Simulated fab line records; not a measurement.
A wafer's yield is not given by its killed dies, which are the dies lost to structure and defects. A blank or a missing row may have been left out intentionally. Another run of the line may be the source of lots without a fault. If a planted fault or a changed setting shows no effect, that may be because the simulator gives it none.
Which tool is to blame? + flow nand harc + 11 lots with 33 wafers sampled at 3 steps, on a route of 1302 steps

WHAT THE GAUGES READ, wafer by wafer
NHARC_P_M2_OVL_MEAS_10: pitch 340 nm.
| lot  | measured     | on         | overlay x nm (nm) |
|------|--------------|------------|-------------------|
| L528 | day 6 07:03  | overlay-02 | 0.9 0.7 1.3       |
| L529 | day 6 20:33  | overlay-02 | -0.9 -1.0 -1.1    |
| L531 | day 7 15:55  | overlay-01 | -0.7 -0.2 -0.8    |
| L532 | day 8 05:17  | overlay-02 | -0.3 0.2 -0.4     |
| L539 | day 11 00:10 | overlay-01 | 1.5 1.4 1.7       |
| L538 | day 11 02:42 | overlay-02 | -0.2 0.0 0.2      |
| L540 | day 11 11:26 | overlay-02 | -0.1 -0.2 -0.5    |
| L543 | day 12 16:43 | overlay-01 | -1.0 -0.9 -0.7    |
| L547 | day 14 07:43 | overlay-02 | 0.5 0.5 0.4       |
| L548 | day 15 05:47 | overlay-02 | -0.7 -0.8 -0.2    |
| L551 | day 16 08:37 | overlay-02 | -0.4 -0.8 -0.8    |

WHAT TOOL EACH LOT RAN ON (gives the tool, then ch and the chambers of the sampled wafers, and finally the start)
| lot  | NHARC_P_M1_PVD_21                       | NHARC_P_M2_SOFTBAKE_04            |
|------|-----------------------------------------|-----------------------------------|
| L528 | pvd sputter-01, day 6 06:00 or earlier  | litho track-01 ch 0, day 6 06:00  |
| L529 | pvd sputter-01, day 6 20:00 or earlier  | litho track-06 ch 0, day 6 20:00  |
| L531 | pvd sputter-03, day 7 15:00 or earlier  | litho track-04 ch 0, day 7 15:00  |
| L532 | pvd sputter-02, day 8 04:00 or earlier  | litho track-04 ch 0, day 8 04:00  |
| L539 | pvd sputter-03, day 10 23:00 or earlier | litho track-04 ch 0, day 10 23:00 |
| L538 | pvd sputter-01, day 11 02:00 or earlier | litho track-04 ch 0, day 11 02:00 |
| L540 | pvd sputter-02, day 11 11:00 or earlier | litho track-06 ch 0, day 11 11:00 |
| L543 | pvd sputter-01, day 12 16:00 or earlier | litho track-04 ch 0, day 12 16:00 |
| L547 | pvd sputter-01, day 14 07:00 or earlier | litho track-01 ch 0, day 14 07:00 |
| L548 | pvd sputter-03, day 15 05:00 or earlier | litho track-01 ch 0, day 15 05:00 |
| L551 | pvd sputter-03, day 16 08:00 or earlier | litho track-06 ch 0, day 16 08:00 |
- NHARC_P_M1_PVD_21: deposits Cu, target thk 30 nm, time 20.49 s.
- NHARC_P_M2_SOFTBAKE_04: time 55 s.

THE ANSWER, worked out from the rows above alone
Rule: usual is defined by the lots themselves. Put in order of their means at a reading, lots are off if they are a third of the lots or fewer, leave a main group of 4 or more, and stand apart from it by a gap of 3 or more times the standard deviation of the main group's means; of several such gaps the widest counts. The tables above print the reading to a certain number of digits; a main group whose means all agree to those digits is not used. A lot without any number at a reading at which 4 lots or more have one is off too. Any other lot the step has rows for is counted as sound.
Across all readings shown, no lot is off: no conclusion can be drawn from this.

WHAT THE SIMULATOR HAD PUT IN
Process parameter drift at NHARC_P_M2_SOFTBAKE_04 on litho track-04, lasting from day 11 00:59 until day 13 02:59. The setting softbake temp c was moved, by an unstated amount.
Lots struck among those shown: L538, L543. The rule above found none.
